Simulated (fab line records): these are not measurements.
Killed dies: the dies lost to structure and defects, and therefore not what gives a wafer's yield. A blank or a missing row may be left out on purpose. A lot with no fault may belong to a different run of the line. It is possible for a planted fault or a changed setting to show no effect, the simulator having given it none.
fab line records	flow n5-finfet	part 2 of 2: steps 19 to 27 of 27
record lots=5	wafers=15	last-day=17
route steps=1938 shown BEOL_M14@1751 BEOL_M15@1773
lots untouched by any fault: they come from a run of this same line in which no faults occurred
start-h: the number of hours between the record's first day and the start of the first shown wafer of the lot	wait-h: hours since the lot's step before	" repeats the value in the row above	L1.1+2: several wafers, shown together as one row	- either no value or no given start	* or withheld: withheld	< > ~ a bound
route shown NAME@n: NAME is a module with steps in the file, n the number in the route of the first one	usual: mean and standard deviation over wafers with no fault	same: alike in all rows	chamber/n: place in a boat	sites: per-site readings	_std_site: standard deviation across them	_edge_site: outer sites' mean less inner sites'	radius-mm: for every site, how far away it sits from the centre of the wafer	mask NAME#n: copy n	behind: the last tool/chamber to shape the wafer	hold: the reason the lot was held/the length of the hold in hours/how it ended	device: which transistor (n, p or np) failed to switch	end of line: at the end of the route, the tests of the same wafers	a step without rows: its recipe alone	killed: not the wafer's yield, but the dies lost to structure and defects at the first sort	map: dies across one wafer; x = killed, . = not, _ = none there
set.NAME: the setting that was run; set.NAME@STEP: the one run at that earlier step	model.NAME: the simulator's own value behind a step, which no gauge read
a table for each step, a row for each wafer; lots at some steps of the route
services: from which hour (start-h, from the record's first day; less than 0 if before it) a tool's chamber was out of use, for how many hours, and why
## steps
# step N5_BEOL_M14_PRE_CLEAN_52
# recipe gas=NH3	time-s=15	temp-c=withheld	rf-power-w=300
# usual rf-fwd-power-W=293.8/1.6
# same time-s=15
lot.wafer	tool	chamber	start-h	wait-h	rf-fwd-power-W
L076.1	pecvd-02	2	252.92	0.0	295.6
L076.3	"	0	"	"	294.2
L076.6	"	0	"	"	292.8
L075.1	pecvd-04	1	257.63	0.0	292.8
L075.2	"	0	"	"	292.5
L075.4	"	0	"	"	291.9
L081.3	pecvd-03	0	307.67	0.0	292.7
L081.4	"	2	"	"	291.9
L081.6	"	0	"	"	292.6
L088.2	pecvd-03	0	348.02	0.0	291.2
L088.4	"	1	"	"	294.2
L088.6	"	2	"	"	291.0
L093.2	pecvd-02	1	376.42	0.0	297.1
L093.4	"	2	"	"	295.2
L093.5	"	1	"	"	296.2
# step N5_BEOL_M14_DEP_53
# recipe material=SiCN	target-thk-a=500	temp-c=withheld	precursor=3MS/NH3	pressure-torr=3	rf-w=675	time-s=17.8
# usual rf-fwd-power-W=664/3.5	showerhead-plenum-p-Torr=4.15/0.034	throttle-valve-pct=17.8/1.1
# same time-s=17.8
lot.wafer	tool	chamber	start-h	wait-h	rf-fwd-power-W	showerhead-plenum-p-Torr	throttle-valve-pct
L076.1	pecvd-02	2	252.96	0.0	672	4.16	18.2
L076.3	"	0	"	"	664	4.16	17.7
L076.6	"	0	"	"	665	4.18	17.8
L075.1	pecvd-04	1	257.66	0.0	664	4.12	17.2
L075.2	"	0	"	"	659	4.17	19.7
L075.4	"	0	"	"	660	4.17	19.9
L081.3	pecvd-03	0	307.69	0.0	662	4.09	17.9
L081.4	"	2	"	"	658	4.19	16.4
L081.6	"	0	"	"	664	4.09	18.0
L088.2	pecvd-03	0	348.04	0.0	664	4.08	18.0
L088.4	"	1	"	"	662	4.18	18.3
L088.6	"	2	"	"	660	4.19	16.5
L093.2	pecvd-02	1	376.44	0.0	669	4.14	16.5
L093.4	"	2	"	"	664	4.16	18.7
L093.5	"	1	"	"	668	4.13	16.9
# step N5_BEOL_M14_RS_MEAS_54
# recipe thk-meas-gauge=four-point-probe	reads=Cu_of_BEOL_M14_ECD_47+Ta_of_BEOL_M14_SPUTTER_44+TaN_of_BEOL_M14_SPUTTER_43
# usual M14_RS=0.0329/0.00039
lot.wafer	tool	chamber	start-h	wait-h	M14_RS[ohm/sq]
L076.1	film-metro-02	-	253.05	0.1	0.0324
L076.3	"	-	"	"	0.0324
L076.6	"	-	"	"	0.0327
L075.1	film-metro-02	-	257.73	0.0	0.0325
L075.2	"	-	"	"	0.0338
L075.4	"	-	"	"	0.0330
L081.3	film-metro-01	-	307.76	0.1	0.0325
L081.4	"	-	"	"	0.0322
L081.6	"	-	"	"	0.0325
L088.2	film-metro-02	-	348.11	0.1	0.0332
L088.4	"	-	"	"	0.0334
L088.6	"	-	"	"	0.0328
L093.2	film-metro-01	-	376.51	0.1	0.0334
L093.4	"	-	"	"	0.0333
L093.5	"	-	"	"	0.0329
# step N5_BEOL_M14_INSPECT_55
# recipe inspect-instrument=darkfield	mode=post-dep
# usual raw-defect-count=74/27
lot.wafer	tool	chamber	start-h	wait-h	raw-defect-count
L076.1	defect-inspect-01	-	253.07	0.0	71
L076.3	"	-	"	"	93
L076.6	"	-	"	"	88
L075.1	defect-inspect-02	-	257.75	0.0	49
L075.2	"	-	"	"	57
L075.4	"	-	"	"	53
L081.3	defect-inspect-01	-	307.79	0.0	34
L081.4	"	-	"	"	35
L081.6	"	-	"	"	61
L088.2	defect-inspect-01	-	348.14	0.0	82
L088.4	"	-	"	"	85
L088.6	"	-	"	"	72
L093.2	defect-inspect-01	-	376.53	0.0	50
L093.4	"	-	"	"	79
L093.5	"	-	"	"	87
# step N5_BEOL_M15_ILD_DEP_00
# recipe material=SiO2	target-thk-a=16293	temp-c=400	precursor=TEOS/O2	pressure-torr=6.5	rf-w=900	teos-flow-sccm=161.4	gas=O2	flow-sccm=2650	time-s=346.1
# usual heater-power-w=470/84	rf-fwd-power-W=897.8/2.6	showerhead-plenum-p-Torr=8.32/0.042	susceptor-temp-C=399.98/0.21	throttle-valve-pct=19.0/1.3
# same time-s=346.1
lot.wafer	tool	chamber	start-h	wait-h	heater-power-w	rf-fwd-power-W	showerhead-plenum-p-Torr	susceptor-temp-C	throttle-valve-pct
L076.1	pecvd-02	2	253.11	0.0	433	899.1	8.35	400.08	18.8
L076.3	"	2	"	"	322	898.6	8.34	400.16	19.0
L076.6	"	2	"	"	398	899.5	8.36	399.91	19.1
L075.1	pecvd-02	2	257.79	0.0	447	892.6	8.34	399.87	18.8
L075.2	"	0	"	"	499	897.9	8.36	399.87	18.5
L075.4	"	0	"	"	411	893.6	8.34	399.73	18.4
L081.3	pecvd-01	2	307.82	0.0	412	892.8	8.25	400.02	18.2
L081.4	"	2	"	"	460	893.0	8.25	399.68	18.3
L081.6	"	0	"	"	595	899.3	8.27	400.13	21.1
L088.2	pecvd-04	1	348.17	0.0	442	898.8	8.27	400.00	17.9
L088.4	"	2	"	"	410	897.4	8.38	400.10	17.4
L088.6	"	1	"	"	513	894.1	8.26	399.90	17.9
L093.2	pecvd-01	0	376.57	0.0	607	898.7	8.29	399.81	21.3
L093.4	"	2	"	"	345	895.1	8.25	399.98	18.3
L093.5	"	1	"	"	483	900.9	8.31	400.23	20.2
# step N5_BEOL_M15_THK_MEAS_01
# recipe reads=SiO2_of_BEOL_M15_ILD_DEP_00
# usual M15_ILD_THK=1623/20
lot.wafer	tool	chamber	start-h	wait-h	M15_ILD_THK[nm]
L076.1	film-metro-01	-	253.47	0.2	1614
L076.3	"	-	"	"	1650
L076.6	"	-	"	"	1647
L075.1	film-metro-01	-	258.15	0.2	1607
L075.2	"	-	"	"	1600
L075.4	"	-	"	"	1617
L081.3	film-metro-01	-	308.08	0.1	1629
L081.4	"	-	"	"	1646
L081.6	"	-	"	"	1635
L088.2	film-metro-01	-	348.42	0.1	1606
L088.4	"	-	"	"	1611
L088.6	"	-	"	"	1622
L093.2	film-metro-02	-	376.82	0.1	1599
L093.4	"	-	"	"	1645
L093.5	"	-	"	"	1622
# step N5_BEOL_M15_COAT_58
# recipe resist=BARC	temp-c=205	time-s=60	spin-rpm=1500	resist-thk-nm=89
# usual chill-plate-temp-C=23.01/0.096
# same time-s=60
lot.wafer	tool	chamber	start-h	wait-h	chill-plate-temp-C
L076.1	litho-track-03	0	253.50	0.0	22.95
L076.3	"	0	"	"	22.92
L076.6	"	0	"	"	23.06
L075.1	litho-track-01	0	258.18	0.0	23.19
L075.2	"	0	"	"	22.98
L075.4	"	0	"	"	22.99
L081.3	litho-track-03	0	308.11	0.0	22.99
L081.4	"	0	"	"	23.04
L081.6	"	0	"	"	23.16
L088.2	litho-track-01	0	348.46	0.0	23.04
L088.4	"	0	"	"	23.11
L088.6	"	0	"	"	23.14
L093.2	litho-track-03	0	376.85	0.0	22.95
L093.4	"	0	"	"	23.05
L093.5	"	0	"	"	23.01
# step N5_BEOL_M15_COAT_04
# recipe spin-rpm=1704	resist-thk-nm=800
# usual chill-plate-temp-C=23.01/0.12
lot.wafer	tool	chamber	start-h	wait-h	chill-plate-temp-C
L076.1	litho-track-03	0	-	-	23.00
L076.3	"	0	"	"	23.11
L076.6	"	0	"	"	23.03
L075.1	litho-track-01	0	-	-	22.95
L075.2	"	0	"	"	22.92
L075.4	"	0	"	"	23.03
L081.3	litho-track-03	0	-	-	23.20
L081.4	"	0	"	"	22.88
L081.6	"	0	"	"	23.08
L088.2	litho-track-01	0	-	-	22.82
L088.4	"	0	"	"	22.90
L088.6	"	0	"	"	22.84
L093.2	litho-track-03	0	-	-	23.09
L093.4	"	0	"	"	23.14
L093.5	"	0	"	"	23.36
# step N5_BEOL_M15_EBR_06
# recipe solvent=PGMEA	ebr-width-mm=1.5
# usual chill-plate-temp-C=23.06/0.1
lot.wafer	tool	chamber	start-h	wait-h	chill-plate-temp-C
L076.1	litho-track-03	0	-	-	22.96
L076.3	"	0	"	"	23.00
L076.6	"	0	"	"	23.13
L075.1	litho-track-01	0	-	-	23.09
L075.2	"	0	"	"	23.16
L075.4	"	0	"	"	23.05
L081.3	litho-track-03	0	-	-	23.15
L081.4	"	0	"	"	23.05
L081.6	"	0	"	"	23.11
L088.2	litho-track-01	0	-	-	23.20
L088.4	"	0	"	"	23.13
L088.6	"	0	"	"	22.79
L093.2	litho-track-03	0	-	-	23.07
L093.4	"	0	"	"	23.03
L093.5	"	0	"	"	23.16
## services
tool	chamber	start-h	hours	kind
pecvd-02	-	229.79	2.9	repair
cmp-02	-	241.38	6.9	pm
pecvd-04	-	247.94	0.7	repair
cmp-03	-	249.33	2.6	repair
cmp-04	-	249.36	3.8	repair
cmp-02	-	256.49	35.2	repair
cmp-04	-	260.25	4.0	pm
cmp-03	-	264.99	0.5	repair
cmp-03	-	280.06	2.3	repair
rie-diel-02	2	281.00	6.7	repair
cmp-03	-	299.39	2.2	repair
rie-diel-01	2	307.95	1.8	repair
pecvd-01	-	312.06	6.0	pm
cmp-04	-	320.93	0.4	repair
cmp-04	-	326.12	0.6	repair
cmp-03	-	328.65	4.0	pm
cmp-02	-	337.23	1.5	repair
cmp-03	-	343.66	1.3	repair
cmp-04	-	349.13	2.2	repair
pecvd-02	-	357.71	14.6	pm
rie-diel-06	0	360.39	6.0	repair
cmp-03	-	362.85	0.3	repair
cmp-03	-	368.23	6.7	repair
rie-diel-01	1	371.83	1.8	repair
